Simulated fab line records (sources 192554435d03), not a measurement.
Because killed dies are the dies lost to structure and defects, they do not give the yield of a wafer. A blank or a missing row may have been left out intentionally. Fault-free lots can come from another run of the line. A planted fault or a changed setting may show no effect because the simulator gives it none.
Split-lot trial + flow n5_finfet + 21 wafers read from 7 lots, route of 1938 steps

THE SPLIT ITSELF
At N5_BEOL_M8_EXPOSE_25 (exposes mask V7, target cd 40 nm), the setting dose_mj was moved away from the recipe's 42.5 on 9 of the 21 wafers read, by -7.3% to +7.0%. The other wafers ran this setting at the recipe's value.

FROM THE SPLIT TO THE READING: what the file shows between them, 2 steps
- N5_BEOL_M8_PEB_26: peb time 60 s
- N5_BEOL_M8_DEVELOP_27: develop time 30 s

THE READING
cd_nm, in nm, at N5_BEOL_M8_CD_MEAS_28 (target cd 40 nm). Typical for fault-free wafers on this fab line: 40.03 nm, with standard deviation 0.23 nm.

| wafer  | tool, chamber at the split | dose_mj as run | against the recipe | cd_nm, nm | against lot-mates on the recipe |
|--------|----------------------------|----------------|--------------------|-----------|---------------------------------|
| L074.2 | euv_scanner-02, 0          | 42.5           | recipe             | 39.98     | -                               |
| L074.3 | euv_scanner-02, 0          | 42.5           | recipe             | 39.91     | -                               |
| L074.6 | euv_scanner-02, 0          | 42.5           | recipe             | 40.55     | -                               |
| L075.2 | euv_scanner-02, 0          | 42.5           | recipe             | 39.63     | -                               |
| L075.3 | euv_scanner-02, 0          | 42.5           | recipe             | 40.14     | -                               |
| L075.6 | euv_scanner-02, 0          | 42.5           | recipe             | 40.24     | -                               |
| L084.1 | euv_scanner-02, 0          | 42.5           | recipe             | 40.16     | -                               |
| L084.5 | euv_scanner-02, 0          | 43.3           | +1.9%              | 40.49     | +0.44                           |
| L084.6 | euv_scanner-02, 0          | 42.5           | recipe             | 39.95     | -                               |
| L085.2 | euv_scanner-02, 0          | 40.7           | -4.2%              | 39.65     | no lot-mate on the recipe       |
| L085.4 | euv_scanner-02, 0          | 40.7           | -4.2%              | 39.28     | no lot-mate on the recipe       |
| L085.6 | euv_scanner-02, 0          | 40.7           | -4.2%              | 39.21     | no lot-mate on the recipe       |
| L087.3 | euv_scanner-02, 0          | 39.41          | -7.3%              | 38.20     | -2.14                           |
| L087.4 | euv_scanner-02, 0          | 42.5           | recipe             | 40.34     | -                               |
| L087.6 | euv_scanner-02, 0          | 39.41          | -7.3%              | 38.70     | -1.64                           |
| L090.2 | euv_scanner-01, 0          | 45.46          | +7.0%              | 41.77     | +1.79                           |
| L090.3 | euv_scanner-01, 0          | 45.46          | +7.0%              | 41.39     | +1.41                           |
| L090.5 | euv_scanner-01, 0          | 42.5           | recipe             | 39.98     | -                               |
| L088.1 | euv_scanner-01, 0          | 42.5           | recipe             | 40.08     | -                               |
| L088.3 | euv_scanner-01, 0          | 40.2           | -5.4%              | 39.12     | -0.88                           |
| L088.4 | euv_scanner-01, 0          | 42.5           | recipe             | 39.92     | -                               |

FIT RESULTS
A straight line over all 21 wafers: cd_nm changes by +0.207 nm for each +1% of dose_mj; r = +0.96; the points scatter about the line by 0.24 nm.
The same after taking each lot's own level away (the mean of its wafers on the recipe; 18 wafers): +0.235 nm for each +1%; r = +0.97; scatter 0.24 nm.
Per that fit: largest dose_mj move, reading shift of 1.7 nm.
Measured against the standard deviation above, the lots' own levels, which go from 39.980 to 40.340 nm, span 1.6 times it.
So the lot-to-lot level changes the slope: the two fits differ.
Check: with one of the wafers moved furthest among these (-7.3%) left out of the fit, the line predicts -1.55 nm for it against its lot-mates. It came out at -2.14 nm against them.

THE WHOLE CHAIN: every reading that the file lists as answering this split, in the file's order
| step                   | what it does                                                        | reading                                                        | change (the file's fit)               | r (the file's) |
|------------------------|---------------------------------------------------------------------|----------------------------------------------------------------|---------------------------------------|----------------|
| N5_BEOL_M8_CD_MEAS_28  | target cd 40 nm                                                     | cd_nm                                                          | +0.227 nm for each +1% of the setting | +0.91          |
| N5_BEOL_M8_DESCUM_33   | chemistry O2, time 7 s                                              | BEOL_M8.cd_nm (the simulator's own value, which no gauge read) | +0.239 nm for each +1% of the setting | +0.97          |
| N5_BEOL_M8_ETCH_66     | etches SOC in N2/H2, target depth 80 nm, overetch 16 nm, time 120 s | BEOL_M8.cd_nm (the simulator's own value, which no gauge read) | +0.228 nm for each +1% of the setting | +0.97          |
| N5_BEOL_M8_VIA_ETCH_34 | etches SiCOH lowk in C4F6/O2, target depth 125.5 nm, time 50.5 s    | BEOL_M8.cd_nm (the simulator's own value, which no gauge read) | +0.214 nm for each +1% of the setting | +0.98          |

FILE'S OWN FIT
cd_nm changes by +0.227 nm for each +1% of dose_mj, r = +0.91.
